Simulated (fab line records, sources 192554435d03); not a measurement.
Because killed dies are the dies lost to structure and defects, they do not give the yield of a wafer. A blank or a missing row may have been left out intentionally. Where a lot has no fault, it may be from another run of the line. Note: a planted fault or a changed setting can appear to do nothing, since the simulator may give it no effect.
fab line records | flow n5-finfet
[record] lots = 9 | wafers = 27 | last-day = 18
route steps=1938 shown DUMMY_REMOVAL@381 HKMG_FIN@402 BEOL_M4@1111
lots that met no fault: taken from a fault-free run of the same line
start-h: start of the lot's first displayed wafer, in hours after the record's first day | wait-h: hours since the lot's step before | " identical to the entry in the row above | L1.1+2: one row covering several wafers at once | - either no value or no given start | * or withheld: withheld | < > ~ a bound
route shown NAME@n: a module of which the file shows steps, and the number in the route of the first | usual: mean and standard deviation over wafers with no fault | same: alike in all rows | chamber/n: place in a boat | sites: per-site readings | _std_site: standard deviation of those values | _edge_site: mean of outer sites minus mean of inner sites | radius-mm: for every site, how far away it sits from the centre of the wafer | mask NAME#n: copy n | behind: the last tool/chamber to shape the wafer | hold: cause of the lot's hold/its duration in hours/its outcome | device: the transistor (n, p or np) that didn't switch | end of line: the same wafers' tests at the end of the route | a step with no rows: only its recipe | killed: dies lost to structure and defects at the first sort, not the wafer's yield | map: the dies of a wafer, with x for killed, . for not killed, _ for no die there
set.NAME: the setting as run; set.NAME@STEP: as run at that earlier step | model.NAME: the simulator's own value behind a step, which no gauge read
the route's steps for a sample of lots (tables are steps, rows are wafers)
services: from which hour (start-h, from the record's first day; less than 0 if before it) a tool's chamber was out of use, for how many hours, and why
[[steps]]
[step N5_DUMMY_REMOVAL_INSPECT_06]
[recipe] inspect-instrument = brightfield | mode = aei
[usual] raw-defect-count = 13/5.9
lot.wafer | tool              | chamber | start-h | wait-h | raw-defect-count
L192.1    | defect-inspect-01 | -       | 99.98   | 0.0    | 21
L192.2    | "                 | -       | "       | "      | 16
L192.5    | "                 | -       | "       | "      | 27
L193.2    | defect-inspect-02 | -       | 106.59  | 0.0    | 8
L193.3    | "                 | -       | "       | "      | 10
L193.6    | "                 | -       | "       | "      | 6
L194.2    | defect-inspect-02 | -       | 107.68  | 0.0    | 20
L194.3    | "                 | -       | "       | "      | 7
L194.5    | "                 | -       | "       | "      | 7
L195.1    | defect-inspect-01 | -       | 112.84  | 0.0    | 10
L195.3    | "                 | -       | "       | "      | 13
L195.6    | "                 | -       | "       | "      | 8
L197.1    | defect-inspect-02 | -       | 125.19  | 0.0    | 11
L197.2    | "                 | -       | "       | "      | 13
L197.6    | "                 | -       | "       | "      | 17
L200.3    | defect-inspect-01 | -       | 142.98  | 0.0    | 10
L200.4    | "                 | -       | "       | "      | 15
L200.5    | "                 | -       | "       | "      | 7
L208.1    | defect-inspect-02 | -       | 189.39  | 0.0    | 7
L208.4    | "                 | -       | "       | "      | 7
L208.5    | "                 | -       | "       | "      | 9
L209.2    | defect-inspect-01 | -       | 200.02  | 0.0    | 16
L209.3    | "                 | -       | "       | "      | 12
L209.6    | "                 | -       | "       | "      | 12
L211.3    | defect-inspect-01 | -       | 210.49  | 0.0    | 12
L211.5    | "                 | -       | "       | "      | 16
L211.6    | "                 | -       | "       | "      | 7
[step N5_HKMG_FIN_ETCH_54]
[recipe] chemistry = CF4 | target = SiARC | target-depth-a = 455 | mask-material = CAR-ArF | time-s = 75.8 | ion-energy-ev = 80 | pressure-mtorr = 40 | source-w = 545 | bias-w = 36 | Ar_flow_sccm = 100 | cf4-flow-sccm = 100 | ends = cleared
[usual] cf4-flow-sccm = 100.0/0.3 | drypump-motor-current-A = 5.7/0.53 | etch-rf-on-time-s = 75.4/1.5 | oes-product-au = 0.67/0.055 | rf-vpp-V = 184.0/1.1 | showerhead-plenum-p-Torr = 2.14/0.052 | throttle-valve-pct = 15.65/0.28
lot.wafer | tool        | chamber | start-h | wait-h | cf4-flow-sccm | drypump-motor-current-A | etch-rf-on-time-s | oes-product-au | rf-hours-counter-h | rf-vpp-V | showerhead-plenum-p-Torr | throttle-valve-pct
L192.1    | rie-diel-01 | 0       | 101.41  | 0.0    | 100.0         | 5.3                     | 75.4              | 0.78           | 20                 | 184.1    | 2.18                     | 15.47
L192.2    | "           | 1       | "       | "      | 100.1         | 5.4                     | 74.9              | 0.72           | 43                 | 185.3    | 2.19                     | 15.43
L192.5    | "           | 2       | "       | "      | 99.8          | 5.2                     | 75.9              | 0.70           | -                  | 184.0    | 2.08                     | 15.52
L193.2    | rie-diel-01 | 0       | 107.88  | 0.0    | 100.1         | 5.3                     | 75.7              | 0.77           | 22                 | 184.0    | 2.18                     | 15.50
L193.3    | "           | 2       | "       | "      | 99.9          | 5.2                     | 76.4              | 0.71           | 70                 | 183.1    | 2.08                     | 15.51
L193.6    | "           | 2       | "       | "      | 99.9          | 5.2                     | 75.7              | 0.70           | -                  | 182.9    | 2.08                     | 15.50
L194.2    | rie-diel-01 | 3       | 109.10  | 0.0    | 100.1         | 6.3                     | 76.9              | 0.72           | 38                 | 182.7    | 2.18                     | 15.09
L194.3    | "           | 2       | "       | "      | 99.7          | 5.1                     | 76.4              | 0.69           | 71                 | 184.3    | 2.08                     | 15.51
L194.5    | "           | 1       | "       | "      | 100.3         | 5.5                     | 75.0              | 0.73           | -                  | 182.5    | 2.18                     | 15.44
L195.1    | rie-diel-01 | 3       | 114.15  | 0.0    | 130.5         | 6.2                     | 73.7              | 0.73           | 40                 | 185.5    | 2.38                     | 16.27
L195.3    | "           | 0       | "       | "      | 130.2         | 5.3                     | 72.9              | 0.79           | 25                 | 184.6    | 2.38                     | 16.68
L195.6    | "           | 1       | "       | "      | 130.5         | 5.4                     | 72.8              | 0.74           | -                  | 185.5    | 2.39                     | 16.64
L197.1    | rie-diel-01 | 2       | 126.68  | 0.0    | 129.6         | 5.2                     | 74.2              | 0.70           | 76                 | 182.9    | 2.28                     | 16.71
L197.2    | "           | 3       | "       | "      | 130.0         | 6.2                     | 74.3              | 0.72           | 44                 | 184.3    | 2.38                     | 16.28
L197.6    | "           | 2       | "       | "      | 130.1         | 5.1                     | 73.8              | 0.71           | -                  | 185.5    | 2.28                     | 16.70
L200.3    | rie-diel-02 | 3       | 144.41  | 0.0    | 100.4         | 5.0                     | 74.1              | 0.63           | 168                | 185.1    | 2.14                     | 16.05
L200.4    | "           | 1       | "       | "      | 99.7          | 6.6                     | 75.1              | 0.63           | 153                | 184.8    | 2.14                     | 15.81
L200.5    | "           | 2       | "       | "      | 100.2         | 5.8                     | 74.3              | 0.65           | -                  | 183.8    | 2.21                     | 15.58
L208.1    | rie-diel-01 | 3       | 190.76  | 0.0    | 100.5         | 6.2                     | 77.6              | 0.68           | 66                 | 183.1    | 2.17                     | 15.16
L208.4    | "           | 0       | "       | "      | 99.4          | 5.3                     | 75.5              | 0.74           | 52                 | 183.4    | 2.17                     | 15.56
L208.5    | "           | 2       | "       | "      | 99.9          | 5.1                     | 76.1              | 0.66           | -                  | 183.3    | 2.07                     | 15.60
L209.2    | rie-diel-02 | 1       | 201.67  | 0.0    | 100.4         | 6.6                     | 74.9              | 0.61           | 171                | 184.1    | 2.13                     | 15.85
L209.3    | "           | 0       | "       | "      | 100.2         | 5.6                     | 78.2              | 0.59           | 247                | 185.5    | 2.20                     | 15.96
L209.6    | "           | 2       | "       | "      | 100.2         | 5.8                     | 74.2              | 0.64           | -                  | 184.1    | 2.21                     | 15.62
L211.3    | rie-diel-01 | 3       | 212.02  | 0.0    | 100.0         | 6.2                     | 77.4              | 0.68           | 74                 | 184.9    | 2.17                     | 15.16
L211.5    | "           | 0       | "       | "      | 100.0         | 5.3                     | 77.1              | 0.72           | -                  | 184.6    | 2.17                     | 15.57
L211.6    | "           | 1       | "       | "      | 100.0         | 5.5                     | 75.2              | 0.68           | -                  | 183.3    | 2.17                     | 15.51
[step N5_HKMG_FIN_STRIP_57]
[recipe] chemistry = CF4 | resist = SiARC | power-w = 300 | bias-power-w = 75 | pressure-mtorr = 50 | cf4-flow-sccm = 150 | rf-frequency-hz = 6e+07
[usual] drypump-motor-current-A = 5.7/0.53 | oes-product-au = 0.78/0.059 | rf-vpp-V = 271.1/1.3 | showerhead-plenum-p-Torr = 1.79/0.041 | throttle-valve-pct = 13.62/0.29
lot.wafer | tool        | chamber | start-h | wait-h | drypump-motor-current-A | oes-product-au | rf-hours-counter-h | rf-vpp-V | showerhead-plenum-p-Torr | throttle-valve-pct
L192.1    | rie-diel-01 | 0       | 101.65  | 0.0    | 5.3                     | 0.90           | 20                 | 271.3    | 1.81                     | 13.39
L192.2    | "           | 1       | "       | "      | 5.4                     | 0.84           | 44                 | 271.5    | 1.82                     | 13.33
L192.5    | "           | 2       | "       | "      | 5.1                     | 0.82           | -                  | 268.3    | 1.74                     | 13.47
L193.2    | rie-diel-01 | 0       | 108.13  | 0.0    | 5.3                     | 0.89           | 22                 | 272.2    | 1.81                     | 13.41
L193.3    | "           | 2       | "       | "      | 5.2                     | 0.81           | 70                 | 269.4    | 1.74                     | 13.49
L193.6    | "           | 2       | "       | "      | 5.1                     | 0.80           | -                  | 269.1    | 1.74                     | 13.50
L194.2    | rie-diel-01 | 3       | 109.35  | 0.0    | 6.2                     | 0.83           | 38                 | 271.8    | 1.82                     | 13.04
L194.3    | "           | 2       | "       | "      | 5.2                     | 0.80           | 71                 | 269.7    | 1.74                     | 13.48
L194.5    | "           | 1       | "       | "      | 5.4                     | 0.83           | -                  | 271.1    | 1.82                     | 13.34
L195.1    | rie-diel-01 | 3       | 114.39  | 0.0    | 6.2                     | 0.83           | 40                 | 271.3    | 1.82                     | 13.07
L195.3    | "           | 0       | "       | "      | 5.3                     | 0.88           | 25                 | 271.8    | 1.81                     | 13.42
L195.6    | "           | 1       | "       | "      | 5.5                     | 0.83           | -                  | 270.9    | 1.82                     | 13.34
L197.1    | rie-diel-01 | 2       | 126.92  | 0.0    | 5.2                     | 0.81           | 77                 | 271.2    | 1.74                     | 13.50
L197.2    | "           | 3       | "       | "      | 6.2                     | 0.82           | 44                 | 270.9    | 1.82                     | 13.06
L197.6    | "           | 2       | "       | "      | 5.2                     | 0.80           | -                  | 269.4    | 1.74                     | 13.50
L200.3    | rie-diel-02 | 3       | 144.66  | 0.0    | 5.0                     | 0.72           | 168                | 271.6    | 1.80                     | 14.03
L200.4    | "           | 1       | "       | "      | 6.6                     | 0.72           | 153                | 271.9    | 1.79                     | 13.76
L200.5    | "           | 2       | "       | "      | 5.9                     | 0.75           | -                  | 272.0    | 1.85                     | 13.55
L208.1    | rie-diel-01 | 3       | 191.01  | 0.0    | 6.2                     | 0.80           | 66                 | 272.3    | 1.81                     | 13.12
L208.4    | "           | 0       | "       | "      | 5.3                     | 0.85           | 52                 | 271.2    | 1.81                     | 13.48
L208.5    | "           | 2       | "       | "      | 5.1                     | 0.78           | -                  | 270.4    | 1.74                     | 13.53
L209.2    | rie-diel-02 | 1       | 201.92  | 0.0    | 6.6                     | 0.70           | 172                | 270.7    | 1.78                     | 13.82
L209.3    | "           | 0       | "       | "      | 5.6                     | 0.71           | 247                | 273.3    | 1.84                     | 13.98
L209.6    | "           | 2       | "       | "      | 5.9                     | 0.73           | -                  | 272.1    | 1.84                     | 13.61
L211.3    | rie-diel-01 | 3       | 212.27  | 0.0    | 6.2                     | 0.80           | 74                 | 270.3    | 1.81                     | 13.13
L211.5    | "           | 0       | "       | "      | 5.3                     | 0.84           | -                  | 271.4    | 1.80                     | 13.48
L211.6    | "           | 1       | "       | "      | 5.4                     | 0.79           | -                  | 270.2    | 1.81                     | 13.43
[step N5_HKMG_FIN_STRIP_93]
[recipe] chemistry = N2/H2 | material = SOC | time-s = 20 | power-w = 500 | temp-c = 40 | pressure-mtorr = 50 | rf-frequency-hz = 6e+07 | bias-power-w = 8 | h2-frac = 0.5 | n2-flow-sccm = 300 | h2-flow-sccm = 300
[usual] drypump-motor-current-A = 5.8/0.53 | oes-product-au = 0.79/0.066 | rf-vpp-V = 54.2/0.83 | showerhead-plenum-p-Torr = 3.36/0.083 | throttle-valve-pct = 19.0/0.47
lot.wafer | tool        | chamber | start-h | wait-h | drypump-motor-current-A | oes-product-au | rf-hours-counter-h | rf-vpp-V | showerhead-plenum-p-Torr | throttle-valve-pct
L192.1    | rie-diel-01 | 0       | 102.10  | 0.2    | 5.4                     | 0.93           | 20                 | 54.8     | 3.39                     | 18.3
L192.2    | "           | 1       | "       | "      | 5.5                     | 0.86           | 44                 | 52.9     | 3.42                     | 18.5
L192.5    | "           | 2       | "       | "      | 5.2                     | 0.81           | -                  | 53.7     | 3.27                     | 18.7
L193.2    | rie-diel-01 | 0       | 108.58  | 0.2    | 5.3                     | 0.92           | 23                 | 52.9     | 3.39                     | 18.3
L193.3    | "           | 2       | "       | "      | 5.1                     | 0.81           | 71                 | 53.6     | 3.27                     | 18.7
L193.6    | "           | 2       | "       | "      | 5.2                     | 0.81           | -                  | 54.3     | 3.27                     | 18.7
L194.2    | rie-diel-01 | 3       | 109.79  | 0.2    | 6.3                     | 0.84           | 38                 | 54.7     | 3.43                     | 18.6
L194.3    | "           | 2       | "       | "      | 5.2                     | 0.80           | 71                 | 54.1     | 3.27                     | 18.7
L194.5    | "           | 1       | "       | "      | 5.4                     | 0.85           | -                  | 55.1     | 3.42                     | 18.5
L195.1    | rie-diel-01 | 3       | 114.84  | 0.2    | 6.2                     | 0.85           | 40                 | 54.6     | 3.43                     | 18.7
L195.3    | "           | 0       | "       | "      | 5.3                     | 0.91           | 26                 | 53.9     | 3.39                     | 18.3
L195.6    | "           | 1       | "       | "      | 5.5                     | 0.85           | -                  | 54.3     | 3.42                     | 18.5
L197.1    | rie-diel-01 | 2       | 127.37  | 0.2    | 5.2                     | 0.80           | 77                 | 55.6     | 3.27                     | 18.7
L197.2    | "           | 3       | "       | "      | 6.2                     | 0.83           | 45                 | 53.1     | 3.43                     | 18.6
L197.6    | "           | 2       | "       | "      | 5.2                     | 0.81           | -                  | 53.6     | 3.27                     | 18.7
L200.3    | rie-diel-02 | 3       | 145.10  | 0.2    | 5.1                     | 0.75           | 169                | 54.7     | 3.36                     | 19.6
L200.4    | "           | 1       | "       | "      | 6.6                     | 0.75           | 153                | 53.6     | 3.36                     | 19.5
L200.5    | "           | 2       | "       | "      | 5.9                     | 0.77           | -                  | 54.4     | 3.48                     | 18.8
L208.1    | rie-diel-01 | 3       | 191.45  | 0.2    | 6.3                     | 0.80           | 66                 | 54.3     | 3.42                     | 18.7
L208.4    | "           | 0       | "       | "      | 5.4                     | 0.85           | 52                 | 54.4     | 3.38                     | 18.4
L208.5    | "           | 2       | "       | "      | 5.1                     | 0.78           | -                  | 54.9     | 3.26                     | 18.8
L209.2    | rie-diel-02 | 1       | 202.36  | 0.2    | 6.6                     | 0.72           | 172                | 52.9     | 3.35                     | 19.5
L209.3    | "           | 0       | "       | "      | 5.6                     | 0.70           | 247                | 53.0     | 3.46                     | 19.5
L209.6    | "           | 2       | "       | "      | 5.9                     | 0.76           | -                  | 54.8     | 3.47                     | 18.8
L211.3    | rie-diel-01 | 3       | 212.71  | 0.2    | 6.3                     | 0.79           | 74                 | 54.0     | 3.41                     | 18.7
L211.5    | "           | 0       | "       | "      | 5.3                     | 0.84           | -                  | 54.1     | 3.37                     | 18.4
L211.6    | "           | 1       | "       | "      | 5.4                     | 0.81           | -                  | 56.8     | 3.40                     | 18.6
[step N5_BEOL_M4_RC_MEAS_101]
[usual] DIBL_N = 36.4/1.7 | DIBL_P = 36.4/2.1 | IOFF_N = 0.16/0.035 | IOFF_P = 0.21/0.035 | ION_N = 680/11 | ION_P = 465/6.8 | SS_N = 71.5/0.58 | SS_P = 73.2/0.72 | VT_N = 249/3.6 | VT_P = -250/3.1
lot.wafer | tool      | chamber | start-h | wait-h | DIBL_N[mV/V] | DIBL_P[mV/V] | IOFF_N[nA/um] | IOFF_P[nA/um] | ION_N[uA/um] | ION_P[uA/um] | SS_N[mV/dec] | SS_P[mV/dec] | VT_N[mV] | VT_P[mV]
L193.2    | prober-02 | 0       | 209.50  | 0.2    | 37.9         | 39.1         | 0.19          | 0.23          | 686          | 461          | 72.5         | 74.7         | 247      | -251
L193.3    | "         | 0       | "       | "      | 35.0         | 34.9         | 0.13          | 0.17          | 666          | 458          | 70.4         | 73.3         | 255      | -254
L193.6    | "         | 0       | "       | "      | 37.2         | 37.8         | 0.16          | 0.21          | 669          | 459          | 71.7         | 73.2         | 251      | -252
L192.1    | prober-02 | 0       | 213.96  | 0.0    | 35.7         | 37.8         | 0.17          | 0.19          | 678          | 457          | 71.7         | 73.8         | 250      | -254
L192.2    | "         | 0       | "       | "      | 34.6         | 35.9         | 0.14          | 0.17          | 662          | 451          | 71.5         | 73.2         | 252      | -256
L192.5    | "         | 0       | "       | "      | 36.0         | 37.8         | 0.18          | 0.20          | 680          | 459          | 71.9         | 74.4         | 247      | -251
L194.2    | prober-01 | 0       | 214.45  | 0.2    | 36.3         | 35.4         | 0.15          | 0.22          | 689          | 472          | 71.8         | 73.4         | 252      | -248
L194.3    | "         | 0       | "       | "      | 34.1         | 33.1         | 0.13          | 0.19          | 670          | 466          | 71.3         | 72.8         | 252      | -246
L194.5    | "         | 0       | "       | "      | 36.1         | 35.0         | 0.15          | 0.22          | 683          | 474          | 71.7         | 73.1         | 252      | -246
L195.1    | prober-02 | 0       | 216.23  | 0.0    | 36.7         | 38.2         | 0.19          | 0.24          | 682          | 472          | 72.0         | 74.0         | 244      | -249
L195.3    | "         | 0       | "       | "      | 32.4         | 33.1         | 0.12          | 0.16          | 671          | 461          | 71.7         | 72.1         | 254      | -253
L195.6    | "         | 0       | "       | "      | 36.7         | 37.7         | 0.19          | 0.23          | 682          | 465          | 71.5         | 73.9         | 246      | -250
L197.1    | prober-02 | 0       | 218.23  | 0.0    | 36.5         | 36.4         | 0.14          | 0.19          | 686          | 472          | 72.0         | 73.6         | 251      | -252
L197.2    | "         | 0       | "       | "      | 38.0         | 39.3         | 0.19          | 0.24          | 693          | 474          | 71.2         | 73.5         | 249      | -249
L197.6    | "         | 0       | "       | "      | 40.3         | 42.2         | 0.24          | 0.30          | 701          | 475          | 72.4         | 74.3         | 244      | -245
L200.3    | prober-01 | 0       | 247.19  | 0.3    | 35.3         | 34.5         | 0.14          | 0.18          | 679          | 463          | 71.1         | 72.3         | 250      | -252
L200.4    | "         | 0       | "       | "      | 35.7         | 34.5         | 0.15          | 0.20          | 679          | 461          | 71.2         | 72.8         | 248      | -249
L200.5    | "         | 0       | "       | "      | 36.4         | 34.9         | 0.16          | 0.20          | 678          | 459          | 71.6         | 73.1         | 247      | -252
L209.2    | prober-02 | 0       | 293.39  | 0.2    | 39.5         | 40.4         | 0.24          | 0.28          | 686          | 463          | 73.2         | 74.5         | 243      | -247
L209.3    | "         | 0       | "       | "      | 37.7         | 37.7         | 0.19          | 0.23          | 702          | 471          | 71.0         | 73.2         | 243      | -249
L209.6    | "         | 0       | "       | "      | 41.5         | 42.8         | 0.31          | 0.32          | 717          | 480          | 72.9         | 75.0         | 239      | -245
L208.1    | prober-01 | 0       | 302.39  | 0.0    | 36.7         | 38.0         | 0.19          | 0.23          | 681          | 460          | 71.7         | 73.4         | 245      | -249
L208.4    | "         | 0       | "       | "      | 35.4         | 35.9         | 0.17          | 0.19          | 684          | 460          | 71.5         | 73.1         | 246      | -253
L208.5    | "         | 0       | "       | "      | 35.4         | 36.5         | 0.18          | 0.19          | 690          | 466          | 71.6         | 73.5         | 248      | -254
L211.3    | prober-01 | 0       | 309.77  | 0.3    | 36.0         | 36.2         | 0.16          | 0.23          | 678          | 470          | 71.7         | 72.8         | 248      | -249
L211.5    | "         | 0       | "       | "      | 34.6         | 33.8         | 0.12          | 0.19          | 665          | 464          | 71.1         | 72.1         | 252      | -251
L211.6    | "         | 0       | "       | "      | 38.6         | 39.1         | 0.21          | 0.28          | 692          | 469          | 72.3         | 74.4         | 247      | -247
[[services]]
tool        | chamber | start-h | hours | kind
rie-diel-02 | 0       | 211.43  | -     | clean
rie-diel-02 | 0       | 211.43  | -     | consumable-replace:focus-ring
rie-diel-02 | 0       | 211.43  | 15.1  | scheduled-down
rie-diel-02 | 0       | 211.43  | 15.1  | vent-cycle
[[key]]
[first-sign] step = N5_HKMG_FIN_ETCH_54 | reading = cf4-flow-sccm | direction = up | sigmas = 99+ | usual = 100.0 | struck = 130.1
[effect] step = N5_HKMG_FIN_ETCH_54 | reading = showerhead-plenum-p-Torr | direction = up | sigmas = 4 | usual = 2.14 | struck = 2.35
met-at N5_HKMG_FIN_ETCH_54
struck-lots L195,L197
not-acting-at N5_DUMMY_REMOVAL_INSPECT_06,N5_HKMG_FIN_STRIP_57,N5_HKMG_FIN_STRIP_93
onset-between 109.10 114.15
[fault] kind = process-parameter-drift | tool = rie-diel-01 | chamber = - | onset-h = 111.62 | steps = N5_HKMG_FIN_ETCH_54 | channel = cf4-flow-sccm | offset = 30 | shape = step | end-h = 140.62 | acts-in = these-recipes-only | stated = 100
